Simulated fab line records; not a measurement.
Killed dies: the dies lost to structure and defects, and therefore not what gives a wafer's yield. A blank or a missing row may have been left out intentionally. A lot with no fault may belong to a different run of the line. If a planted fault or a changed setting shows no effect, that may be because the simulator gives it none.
8D (eight disciplines) problem report, filled in by code ; flow nandHarc ; the parts of the form that need people (team, actions taken, sign-off) are left out

## 1. WHAT IS WRONG
Wafers without a fault read 26, standard deviation 10; killedAtArray at NHARC_END_SORT_01 reads a mean of 96 on 3 wafers belonging to 2 lots. That is +7.0 standard deviations from the usual mean.
First seen on wafer L167.1, day 23 13:57, on prober-02. Wafers with a number at this step in the record: 6, from 2 lots. Rule for "out" (also "out of limits"): further than 4 standard deviations from the usual mean. The rest of the wafers with a number are treated as sound.

## 2. WHAT IT IS, AND WHAT IT ISN'T
question;is;is not
which readings at this step;killedAtArray, killedDies;killedAtOther, killedAtPeriphery, killedOpen, killedShort
which lots;L165, L167;-
which wafers of those lots;L165.5, L167.1, L167.4;L165.1, L165.4, L167.2
read on which gauges;prober-01, prober-02;-
when;from day 23 13:57;"up to then (0 sound wafers); but 3 sound wafers of L165, L167 came after"

## 3. WHAT RULES OUT EACH SUSPECT
Counting: any tool at a process step up to the reading remains a suspect provided it ran every lot that is out. Sound lots after the first of them don't rule it out here, since some wafers of a struck lot are sound.
- the gauge at NHARC_END_SORT_01 is ruled out. The wafers that are out were read on 2 gauges (prober-01, prober-02).
- harCapEtch-02 at NHARC_A_CONTACT_ETCH_136 (etches the open film in C4F8/O2/Ar, time 132 s, target depth 1287 nm): kept. It ran every lot that is out, first L167 (day 21 03:32).
- At NHARC_A_CONTACT_ETCH_136 on harCapEtch-02, chamber 0 took the sound wafers of the same lots and chamber 1 took the wafers that are out.
Remaining after the count: harCapEtch-02 at NHARC_A_CONTACT_ETCH_136.

## 4. THE CAUSE (what the simulator had put in)
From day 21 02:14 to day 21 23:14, harCapEtch-02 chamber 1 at NHARC_A_CONTACT_ETCH_136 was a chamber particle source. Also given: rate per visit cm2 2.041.
This tool alone remained once counting was done.

## 5. THE CHAIN OF EFFECTS, in route order
One row per reading whose mean, taken over the struck wafers that have a number, lies over 3 standard deviations from the usual. Only readings whose record carries a usual standard deviation are examined. hours: median over the lots of the time between each lot's start at the first step of this table that gives one and its start at this step. sigmas: the change, counted in usual standard deviations.
hours;step;reading;usual;on struck wafers;change;sigmas
0;NHARC_END_SORT_01;killedAtArray;26;96;+70;+7.0
0;NHARC_END_SORT_01;killedDies;29;99;+70;+6.3

## 6. WHAT WOULD HAVE CAUGHT IT SOONER
60 hours passed between the start of the fault at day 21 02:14 and the first reading out of limits at a measuring or inspecting step in this record, taken at day 23 13:57.
Lots out: 2; all had begun NHARC_A_CONTACT_ETCH_136 on harCapEtch-02 by day 23 13:57. Holding the tool at that point would not have protected any of them.
